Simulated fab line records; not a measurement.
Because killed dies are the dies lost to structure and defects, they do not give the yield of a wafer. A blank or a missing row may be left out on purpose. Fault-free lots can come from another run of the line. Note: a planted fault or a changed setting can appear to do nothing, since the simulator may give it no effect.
Struck lot and sound lot, side by side || flow n5 finfet || 38 out of 1938 route steps
Sound: these wafers, L261.2, L261.4, L261.5. Struck: wafer L275.2. (L275.5 of the same lot was not struck and is left out.) The cause comes at the end.
For every step that has rows: the tool of each side, followed by ch and its chambers, followed by its first start. Under that, the readings that differ: sound wafers || struck wafers || difference of the means || sigmas: that difference in standard deviations of wafers without a fault.
alike: same words and numbers on both sides, and readings whose means sit less than 2 such deviations apart. not compared: any withheld reading, any reading some wafer has no value for, any bound like >300 that may hide the same value, and any number with overlapping values for which the record gives no deviation.
The two part at a step that has a row with sigmas, a row that says differs or no value, or rows on one side only. Non-overlapping numbers with no deviation appear without sigmas and do not part them. Lack of a reading on every wafer of one side parts them only where that side has two or more wafers.

first, 11 steps without rows for these wafers: N5_BEOL_M0_SAQP_STRIP_108 (strips in N2/H2); N5_BEOL_M0_SAQP_RECESS_109 (chemistry HF/NH3, target SiO2, target depth 3 nm, afs cycles 1, sublimation time 60 s); N5_BEOL_M0_SAQP_SPACER2_ALD_26 (deposits SiO2, target thk 15 nm, pulse time 1 s, purge time 2 s); N5_BEOL_M0_SAQP_SPACER2_ETCHBACK_27 (etches SiO2 in CHF3/O2, target depth 22.5 nm, time 11.25 s); N5_BEOL_M0_SAQP_MANDREL2_REMOVE_110 (chemistry HBr/Cl2/O2, target a-Si, stops on SiCN, bt time 10 s); N5_BEOL_M0_SAQP_COAT_69 (time 60 s, resist thk 90 nm); N5_BEOL_M0_SAQP_COAT_72 (time 60 s, resist thk 15 nm); N5_BEOL_M0_SAQP_COAT_87 (time 60 s, resist thk 5 nm); N5_BEOL_M0_SAQP_COAT_34 (resist thk 30 nm); N5_BEOL_M0_SAQP_EBR_36; N5_BEOL_M0_SAQP_SOFTBAKE_35 (time 60 s).
N5_BEOL_M0_SAQP_EXPOSE_37: exposes mask M0 CUT1, target cd 30 nm.
  sound on euv scanner-02 ch 0, day 6 22:45; struck on euv scanner-02 ch 0, day 9 21:05
  alike: mask
then, 2 steps without rows for these wafers: N5_BEOL_M0_SAQP_PEB_38 (peb time 60 s); N5_BEOL_M0_SAQP_DEVELOP_39 (develop time 30 s).
N5_BEOL_M0_SAQP_CD_MEAS_40: the cd target is 30 nm.
  sound on cd sem-01 ch 0, day 6 22:53; struck on cd sem-02 ch 0, day 9 21:13
{"reading": "cd nm (nm)", "sound": "30.1 30.0 30.7", "struck": 26.7, "difference": -3.6, "sigmas": -11}
N5_BEOL_M0_SAQP_DESCUM_45: chemistry O2, time 7 s.
  sound on rie diel-04 ch 1,2, day 6 23:00; struck on rie diel-03 ch 0, day 9 21:20
{"reading": "rf vpp V (V)", "sound": "240.0 243.3 242.1", "struck": 245.4, "difference": "+3.6", "sigmas": "+3"}
{"reading": "showerhead plenum p Torr (Torr)", "sound": "1.99 2.10 1.99", "struck": 2.21, "difference": "+0.18", "sigmas": "+2"}
{"reading": "model.BEOL_M0_SAQP.cd nm (nm)", "sound": "30.4 30 30.4", "struck": 26.6, "difference": -3.7, "sigmas": ""}
  alike: drypump motor current A, o2 flow sccm, oes product au, throttle valve pct
  not compared: rf hours counter h
then, 6 steps without rows for these wafers: N5_BEOL_M0_SAQP_ETCH_88 (etches underlayer in N2/H2, target depth 6.5 nm, time 5.2 s); N5_BEOL_M0_SAQP_ETCH_73 (etches SiARC in CF4, target depth 19.5 nm, time 32.5 s); N5_BEOL_M0_SAQP_CUT_ETCH_46 (etches SOC in N2/H2, target depth 135 nm, overetch 27 nm, time 202.5 s); N5_BEOL_M0_SAQP_STRIP_74 (strips in N2/H2); N5_BEOL_M0_SAQP_STRIP_89 (strips in N2/H2); N5_BEOL_M0_SAQP_ALD_48 (deposits SiO2, target thk 20 nm, pulse time 1 s, co reactant pulse time 1 s).
N5_BEOL_M0_SAQP_ETCH_49: etches SiO2 in CF4/O2, target depth 37 nm.
  sound on rie diel-04 ch 0,1,2, day 6 23:53; struck on rie diel-03 ch 1, day 9 22:08
{"reading": "model.BEOL_M0_SAQP.cd nm (nm)", "sound": "30.4 30.4 30.8", "struck": 27.2, "difference": -3.3, "sigmas": ""}
  alike: O2_flow_sccm, drypump motor current A, oes_f_703_au, oes product au, rf vpp V, showerhead plenum p Torr, throttle valve pct
  not compared: rf hours counter h
then, 13 steps without rows for these wafers: N5_BEOL_M0_SAQP_STRIP_75 (strips in CF4); N5_BEOL_M0_CUTY_COAT_50 (time 60 s, resist thk 15 nm); N5_BEOL_M0_CUTY_COAT_51 (resist thk 150 nm); N5_BEOL_M0_CUTY_EBR_52; N5_BEOL_M0_CUTY_SOFTBAKE_53 (time 60 s); N5_BEOL_M0_CUTY_EXPOSE_54 (exposes mask M0 ABLK); N5_BEOL_M0_CUTY_PEB_55 (peb time 60 s); N5_BEOL_M0_CUTY_DEVELOP_56 (develop time 30 s); N5_BEOL_M0_CUTY_DESCUM_61 (chemistry O2, time 7.9 s); N5_BEOL_M0_CUTY_ETCH_62 (etches SiARC in CF4, time 58.5 s); N5_BEOL_M0_CUTY_ETCH_63 (etches SOC in N2/H2, target depth 82.7 nm, overetch 16.5 nm, time 124 s); N5_BEOL_M0_CUTY_STRIP_64 (strips in N2/H2); N5_BEOL_M0_ETCH_138 (etches SiCN in CH3F/O2, target depth 12 nm, time 31.6 s).
N5_BEOL_M4_RC_MEAS_101:
  the record has rows for the sound wafers here (prober-01 ch 0, day 9 15:09) and none for the struck ones
-- the record jumps here: 8 days lie between the struck wafers' starts before and after (it left off in module BEOL_M4 and takes up again in module PASSIVATION, whose first step shown is number 1936 of the route) --
N5_PASSIVATION_PROBE_49:
  record: rows for the struck wafers here (prober-01, day 17 18:25), none for the sound ones

== WHERE THEY PART ==
Last at N5_PASSIVATION_PROBE_49 as far as this record goes, first at N5_BEOL_M0_SAQP_CD_MEAS_40.

WHY: the cause the simulator had injected
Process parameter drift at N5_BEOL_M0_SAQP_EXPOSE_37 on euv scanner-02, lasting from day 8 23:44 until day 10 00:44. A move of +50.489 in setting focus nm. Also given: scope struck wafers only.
